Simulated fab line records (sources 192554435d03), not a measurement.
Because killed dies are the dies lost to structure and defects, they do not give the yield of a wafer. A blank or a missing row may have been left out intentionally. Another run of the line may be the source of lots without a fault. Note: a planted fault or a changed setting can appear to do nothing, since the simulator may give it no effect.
Matching of chambers / flow n5-finfet / rie-diel-02 running N5_BEOL_M1_DESCUM_16: 4 sister chambers
The step chemistry O2, time 7 s. 18 wafers are shown with their chamber, then 9 later ones without.

EACH WAFER AND ITS CHAMBER
wafer=L074.1; chamber=1; drypump-motor-current-A (A)=6.3; showerhead-plenum-p-Torr (Torr)=2.14; throttle-valve-pct (%)=20.10
wafer=L074.3; chamber=3; drypump-motor-current-A (A)=6.2; showerhead-plenum-p-Torr (Torr)=2.18; throttle-valve-pct (%)=20.54
wafer=L074.4; chamber=2; drypump-motor-current-A (A)=5.9; showerhead-plenum-p-Torr (Torr)=1.98; throttle-valve-pct (%)=20.30
wafer=L077.3; chamber=1; drypump-motor-current-A (A)=6.3; showerhead-plenum-p-Torr (Torr)=2.14; throttle-valve-pct (%)=20.11
wafer=L077.5; chamber=0; drypump-motor-current-A (A)=5.2; showerhead-plenum-p-Torr (Torr)=2.12; throttle-valve-pct (%)=20.13
wafer=L077.6; chamber=3; drypump-motor-current-A (A)=6.3; showerhead-plenum-p-Torr (Torr)=2.18; throttle-valve-pct (%)=20.57
wafer=L081.1; chamber=1; drypump-motor-current-A (A)=6.3; showerhead-plenum-p-Torr (Torr)=2.14; throttle-valve-pct (%)=20.13
wafer=L081.2; chamber=2; drypump-motor-current-A (A)=5.9; showerhead-plenum-p-Torr (Torr)=1.98; throttle-valve-pct (%)=20.34
wafer=L081.6; chamber=2; drypump-motor-current-A (A)=5.9; showerhead-plenum-p-Torr (Torr)=1.98; throttle-valve-pct (%)=20.32
wafer=L082.1; chamber=0; drypump-motor-current-A (A)=5.2; showerhead-plenum-p-Torr (Torr)=2.12; throttle-valve-pct (%)=20.15
wafer=L082.3; chamber=1; drypump-motor-current-A (A)=6.3; showerhead-plenum-p-Torr (Torr)=2.14; throttle-valve-pct (%)=20.14
wafer=L082.4; chamber=2; drypump-motor-current-A (A)=5.9; showerhead-plenum-p-Torr (Torr)=1.98; throttle-valve-pct (%)=20.33
wafer=L086.3; chamber=1; drypump-motor-current-A (A)=6.3; showerhead-plenum-p-Torr (Torr)=2.14; throttle-valve-pct (%)=20.14
wafer=L086.4; chamber=0; drypump-motor-current-A (A)=5.2; showerhead-plenum-p-Torr (Torr)=2.11; throttle-valve-pct (%)=20.16
wafer=L086.6; chamber=1; drypump-motor-current-A (A)=6.3; showerhead-plenum-p-Torr (Torr)=2.14; throttle-valve-pct (%)=20.13
wafer=L087.1; chamber=2; drypump-motor-current-A (A)=5.9; showerhead-plenum-p-Torr (Torr)=1.97; throttle-valve-pct (%)=20.34
wafer=L087.2; chamber=3; drypump-motor-current-A (A)=6.3; showerhead-plenum-p-Torr (Torr)=2.18; throttle-valve-pct (%)=20.58
wafer=L087.3; chamber=1; drypump-motor-current-A (A)=6.3; showerhead-plenum-p-Torr (Torr)=2.14; throttle-valve-pct (%)=20.15

SIGNATURES (averages over the wafers above)
reading=drypump-motor-current-A; chamber 0=5.200; chamber 1=6.300; chamber 2=5.900; chamber 3=6.267; scatter within a chamber=0.0218
reading=showerhead-plenum-p-Torr; chamber 0=2.1167; chamber 1=2.1400; chamber 2=1.9780; chamber 3=2.1800; scatter within a chamber=0.00324
reading=throttle-valve-pct; chamber 0=20.1467; chamber 1=20.1286; chamber 2=20.3260; chamber 3=20.5633; scatter within a chamber=0.0176
Rule: a wafer lies at a distance from a chamber equal to the root of the sum of squares, over the readings, of (its reading less the chamber's mean, divided by the reading's scatter). The wafer belongs to the nearest chamber; if the next one is less than 2 further off, it can't be placed. The scatter is the square root of a quotient: the sum, over the shown wafers, of each reading's squared deviation from its chamber's mean, divided by wafers minus chambers.

WAFERS MISSING THEIR CHAMBER
wafer=L087.4; drypump-motor-current-A (A)=5.2; showerhead-plenum-p-Torr (Torr)=2.11; throttle-valve-pct (%)=20.19
wafer=L087.5; drypump-motor-current-A (A)=5.2; showerhead-plenum-p-Torr (Torr)=2.11; throttle-valve-pct (%)=20.17
wafer=L087.6; drypump-motor-current-A (A)=6.2; showerhead-plenum-p-Torr (Torr)=2.18; throttle-valve-pct (%)=20.59
wafer=L095.1; drypump-motor-current-A (A)=6.3; showerhead-plenum-p-Torr (Torr)=2.13; throttle-valve-pct (%)=20.16
wafer=L095.2; drypump-motor-current-A (A)=5.9; showerhead-plenum-p-Torr (Torr)=2.24; throttle-valve-pct (%)=20.05
wafer=L095.3; drypump-motor-current-A (A)=6.2; showerhead-plenum-p-Torr (Torr)=2.17; throttle-valve-pct (%)=20.61
wafer=L097.1; drypump-motor-current-A (A)=6.3; showerhead-plenum-p-Torr (Torr)=2.13; throttle-valve-pct (%)=20.16
wafer=L097.3; drypump-motor-current-A (A)=5.9; showerhead-plenum-p-Torr (Torr)=2.24; throttle-valve-pct (%)=20.06
wafer=L097.4; drypump-motor-current-A (A)=5.9; showerhead-plenum-p-Torr (Torr)=2.24; throttle-valve-pct (%)=20.05

WHICH CHAMBER EACH WENT THROUGH
wafer=L087.4; from the rows above=0; in truth=0
wafer=L087.5; from the rows above=0; in truth=0
wafer=L087.6; from the rows above=3; in truth=3
wafer=L095.1; from the rows above=1; in truth=1
wafer=L095.2; from the rows above=1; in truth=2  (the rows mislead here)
wafer=L095.3; from the rows above=3; in truth=3
wafer=L097.1; from the rows above=1; in truth=1
wafer=L097.3; from the rows above=can't be placed: 1 or 3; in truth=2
wafer=L097.4; from the rows above=1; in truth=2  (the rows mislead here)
Correct placement for 6 of the 9. Unplaceable from these rows: 1, with the true chamber sitting among the candidates in 0. Number placed wrongly: 2.
